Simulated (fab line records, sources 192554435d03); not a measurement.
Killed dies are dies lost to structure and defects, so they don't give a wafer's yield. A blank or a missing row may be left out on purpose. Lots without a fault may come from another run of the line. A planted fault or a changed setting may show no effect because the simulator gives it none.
Which tool did it? | flow n5_finfet | 24 lots, 72 wafers sampled, at 5 steps of a route of 1938

WHAT THE GAUGES READ, wafer by wafer
N5_BEOL_M7_CD_MEAS_11: target cd 38.5 nm. Usual: cd_nm 38.5 nm, standard deviation 0.51.
lot  | measured     | on        | cd_nm (nm)     | flag
L076 | day 10 11:26 | cd_sem-03 | 38.5 38.1 38.3 |
L074 | day 10 15:52 | cd_sem-01 | 37.8 38.7 38.9 |
L075 | day 10 18:25 | cd_sem-02 | 38.1 38.8 38.5 |
L077 | day 10 19:08 | cd_sem-01 | 38.0 38.3 38.2 |
L078 | day 11 16:05 | cd_sem-03 | 37.8 37.5 38.1 |
L080 | day 11 16:15 | cd_sem-01 | 40.0 39.1 39.1 |
L081 | day 11 20:32 | cd_sem-03 | 38.6 39.2 39.2 |
L079 | day 11 20:43 | cd_sem-01 | 38.3 37.8 38.4 |
L082 | day 12 03:14 | cd_sem-01 | 39.0 39.2 39.1 |
L083 | day 12 20:28 | cd_sem-02 | 37.7 38.0 37.9 |
L084 | day 12 23:52 | cd_sem-03 | 39.1 38.3 39.1 |
L086 | day 13 08:38 | cd_sem-01 | 38.1 38.7 39.2 |
L087 | day 13 11:23 | cd_sem-03 | 38.4 38.5 38.6 |
L085 | day 13 11:33 | cd_sem-01 | 39.1 38.3 38.3 |
L089 | day 14 15:22 | cd_sem-01 | 39.5 38.3 38.9 |
L091 | day 14 18:07 | cd_sem-01 | 38.5 38.6 38.5 |
L090 | day 14 18:45 | cd_sem-01 | 38.7 38.2 38.9 |
L088 | day 14 19:40 | cd_sem-02 | 38.0 38.9 38.1 |
L092 | day 14 23:59 | cd_sem-02 | 38.6 38.8 38.9 |
L094 | day 15 00:39 | cd_sem-03 | 38.9 39.0 39.6 |
L093 | day 15 06:43 | cd_sem-03 | 37.8 38.2 37.2 |
L095 | day 15 22:36 | cd_sem-02 | 38.0 38.3 38.6 |
L096 | day 16 01:07 | cd_sem-03 | 39.0 39.1 39.2 |
L097 | day 16 05:14 | cd_sem-02 | 38.8 38.6 38.3 |

N5_BEOL_M8_OVL_MEAS_12. Usual: M8_OVL -0.2 nm, standard deviation 0.73.
lot  | measured     | on         | M8_OVL (nm)    | flag
L076 | day 10 19:00 | overlay-02 | 0.2 -0.7 -0.6  |
L074 | day 10 22:53 | overlay-02 | -0.6 0.5 -0.7  |
L075 | day 11 01:30 | overlay-01 | 0.1 -0.5 -0.7  |
L077 | day 11 06:37 | overlay-01 | -0.6 -0.5 -1.4 |
L078 | day 12 00:07 | overlay-02 | -0.1 -0.9 0.8  |
L080 | day 12 03:32 | overlay-01 | 0.0 -0.1 -0.6  |
L081 | day 12 03:52 | overlay-01 | -0.6 -0.5 0.7  |
L079 | day 12 03:42 | overlay-02 | -0.6 -0.1 -0.3 |
L082 | day 12 12:32 | overlay-01 | 1.2 1.0 -0.4   |
L083 | day 13 04:47 | overlay-02 | 0.3 -1.1 0.0   |
L084 | day 13 08:10 | overlay-02 | 1.1 0.1 0.1    |
L086 | day 13 17:44 | overlay-01 | -1.3 -0.6 -1.0 |
L087 | day 13 19:07 | overlay-02 | -0.3 -0.3 0.3  |
L085 | day 13 19:18 | overlay-02 | 0.6 0.0 -0.9   |
L089 | day 15 00:29 | overlay-01 | -0.3 0.2 -0.3  |
L091 | day 15 00:39 | overlay-02 | 0.4 0.1 1.2    |
L090 | day 15 02:04 | overlay-01 | -2.3 -1.9 -0.5 |
L088 | day 15 04:36 | overlay-02 | 0.4 -0.7 -0.1  |
L092 | day 15 07:19 | overlay-02 | -1.3 -0.4 0.1  |
L094 | day 15 15:35 | overlay-02 | -1.0 -1.0 -1.1 |
L093 | day 15 15:53 | overlay-01 | 0.5 0.6 -0.3   |
L095 | day 16 06:56 | overlay-02 | -0.1 0.4 0.2   |
L096 | day 16 10:38 | overlay-02 | 0.1 0.7 0.1    |
L097 | day 16 12:26 | overlay-02 | -1.0 -0.6 -0.9 |

WHICH TOOL RAN EACH LOT (tool, then ch and the chambers of the sampled wafers, then the start)
lot  | N5_BEOL_M7_CURE_74            | N5_BEOL_M7_SURFACE_TREAT_79  | N5_BEOL_M8_HM_DEP_02
L076 | uv_cure-01 ch 2, day 10 07:00 | pvd_sputter-03, day 10 15:19 | pvd_sputter-03, day 10 18:28
L074 | uv_cure-03 ch 0, day 10 14:42 | pvd_sputter-02, day 10 19:40 | pvd_sputter-01, day 10 22:22
L075 | uv_cure-01 ch 1, day 10 15:23 | pvd_sputter-02, day 10 22:37 | pvd_sputter-03, day 11 00:58
L077 | uv_cure-02 ch 2, day 10 17:05 | pvd_sputter-03, day 10 23:59 | pvd_sputter-03, day 11 06:05
L078 | uv_cure-01 ch 0, day 11 13:37 | pvd_sputter-02, day 11 20:50 | pvd_sputter-02, day 11 23:35
L080 | uv_cure-03 ch 0, day 11 13:40 | pvd_sputter-02, day 11 21:24 | pvd_sputter-02, day 12 03:00
L081 | uv_cure-01 ch 1, day 11 17:58 | pvd_sputter-03, day 12 00:09 | pvd_sputter-01, day 12 03:09
L079 | uv_cure-02 ch 0, day 11 18:37 | pvd_sputter-03, day 11 23:52 | pvd_sputter-01, day 12 03:03
L082 | uv_cure-01 ch 1, day 12 00:05 | pvd_sputter-01, day 12 08:55 | pvd_sputter-03, day 12 12:01
L083 | uv_cure-01 ch 2, day 12 18:46 | pvd_sputter-02, day 13 00:00 | pvd_sputter-02, day 13 04:22
L084 | uv_cure-03 ch 0, day 12 21:40 | pvd_sputter-01, day 13 05:20 | pvd_sputter-02, day 13 07:46
L086 | uv_cure-03 ch 0, day 13 06:56 | pvd_sputter-01, day 13 13:49 | pvd_sputter-01, day 13 17:20
L087 | uv_cure-03 ch 1, day 13 08:35 | pvd_sputter-02, day 13 15:14 | pvd_sputter-02, day 13 18:36
L085 | uv_cure-02 ch 0, day 13 10:11 | pvd_sputter-03, day 13 15:41 | pvd_sputter-02, day 13 18:47
L089 | uv_cure-01 ch 1, day 14 13:04 | pvd_sputter-03, day 14 20:38 | pvd_sputter-01, day 14 23:55
L091 | uv_cure-03 ch 1, day 14 15:54 | pvd_sputter-02, day 14 20:52 | pvd_sputter-01, day 15 00:01
L090 | uv_cure-03 ch 1, day 14 16:55 | pvd_sputter-03, day 14 23:05 | pvd_sputter-01, day 15 01:32
L088 | uv_cure-02 ch 1, day 14 17:25 | pvd_sputter-03, day 15 00:58 | pvd_sputter-02, day 15 04:11
L092 | uv_cure-02 ch 2, day 14 21:53 | pvd_sputter-02, day 15 04:26 | pvd_sputter-03, day 15 06:55
L094 | uv_cure-01 ch 2, day 14 22:50 | pvd_sputter-02, day 15 09:58 | pvd_sputter-03, day 15 15:03
L093 | uv_cure-02 ch 2, day 15 05:16 | pvd_sputter-01, day 15 11:03 | pvd_sputter-03, day 15 15:21
L095 | uv_cure-02 ch 0, day 15 21:19 | pvd_sputter-03, day 16 02:22 | pvd_sputter-02, day 16 06:25
L096 | uv_cure-03 ch 0, day 15 22:29 | pvd_sputter-03, day 16 07:05 | pvd_sputter-01, day 16 10:07
L097 | uv_cure-03 ch 1, day 16 01:57 | pvd_sputter-01, day 16 09:33 | pvd_sputter-01, day 16 11:55
- N5_BEOL_M7_CURE_74: cures SiCOH lowk, time 240 s.
- N5_BEOL_M7_SURFACE_TREAT_79
- N5_BEOL_M8_HM_DEP_02: deposits TiN, target thk 20 nm.

WHAT THE TOOLS THEMSELVES READ (means of the sampled wafers that have a number; where no wafer has one, the mark that the record gives instead)
N5_BEOL_M7_CURE_74. Usual: lamp_power_pct 52.32 %, standard deviation 0.049; wafer_temp_C_max 386.6, standard deviation 0.6.
lot  | tool       | lamp_power_pct (%) | wafer_temp_C_max | flag
L076 | uv_cure-01 | 52.33              | 385.9            |
L074 | uv_cure-03 | 52.31              | 386.0            |
L075 | uv_cure-01 | 52.31              | 387.3            |
L077 | uv_cure-02 | 52.32              | 386.5            |
L078 | uv_cure-01 | 52.29              | 386.7            |
L080 | uv_cure-03 | 52.31              | 386.1            |
L081 | uv_cure-01 | 52.35              | 387.4            |
L079 | uv_cure-02 | 52.25              | 387.0            |
L082 | uv_cure-01 | 52.35              | 386.5            |
L083 | uv_cure-01 | 52.28              | 386.3            |
L084 | uv_cure-03 | 52.30              | 385.9            |
L086 | uv_cure-03 | 52.25              | 386.3            |
L087 | uv_cure-03 | 52.33              | 386.7            |
L085 | uv_cure-02 | 52.33              | 387.4            |
L089 | uv_cure-01 | 52.32              | 387.2            |
L091 | uv_cure-03 | 52.38              | 387.0            |
L090 | uv_cure-03 | 52.32              | 386.8            |
L088 | uv_cure-02 | 52.39              | 386.6            |
L092 | uv_cure-02 | 52.32              | 386.9            |
L094 | uv_cure-01 | 52.30              | 385.5            |
L093 | uv_cure-02 | 52.30              | 386.8            |
L095 | uv_cure-02 | 52.31              | 387.5            |
L096 | uv_cure-03 | 52.35              | 385.7            |
L097 | uv_cure-03 | 52.32              | 386.5            |

N5_BEOL_M8_HM_DEP_02. Usual: throttle_valve_pct 30.1 %, standard deviation 1.1.
lot  | tool           | throttle_valve_pct (%) | flag
L076 | pvd_sputter-03 | 29.4                   |
L074 | pvd_sputter-01 | 30.8                   |
L075 | pvd_sputter-03 | 29.7                   |
L077 | pvd_sputter-03 | 29.2                   |
L078 | pvd_sputter-02 | 29.7                   |
L080 | pvd_sputter-02 | 29.3                   |
L081 | pvd_sputter-01 | 30.6                   |
L079 | pvd_sputter-01 | 31.1                   |
L082 | pvd_sputter-03 | 28.8                   |
L083 | pvd_sputter-02 | 29.6                   |
L084 | pvd_sputter-02 | 29.3                   |
L086 | pvd_sputter-01 | 31.0                   |
L087 | pvd_sputter-02 | 29.6                   |
L085 | pvd_sputter-02 | 29.9                   |
L089 | pvd_sputter-01 | 31.6                   |
L091 | pvd_sputter-01 | 31.5                   |
L090 | pvd_sputter-01 | 31.5                   |
L088 | pvd_sputter-02 | 30.0                   |
L092 | pvd_sputter-03 | 29.6                   |
L094 | pvd_sputter-03 | 29.6                   |
L093 | pvd_sputter-03 | 29.6                   |
L095 | pvd_sputter-02 | 29.7                   |
L096 | pvd_sputter-01 | 31.4                   |
L097 | pvd_sputter-01 | 31.1                   |

THE ANSWER, worked out from the rows above alone
Rule: a lot is off if the mean of its wafers that have a number lies more than 3 standard deviations from the usual mean. A lot without any number at a reading at which 4 lots or more have one is off too. The other lots that the step has rows for count as sound. The gauges are gone through in route order, then the tools' own readings, and for those a lot's mean is taken as printed above. The first step at which some lot is off is used, and at that step the reading that is off furthest; a lot without a number counts as furthest.
No lot is off at any reading shown: from this, nothing can be told.

WHAT THE SIMULATOR HAD PUT IN
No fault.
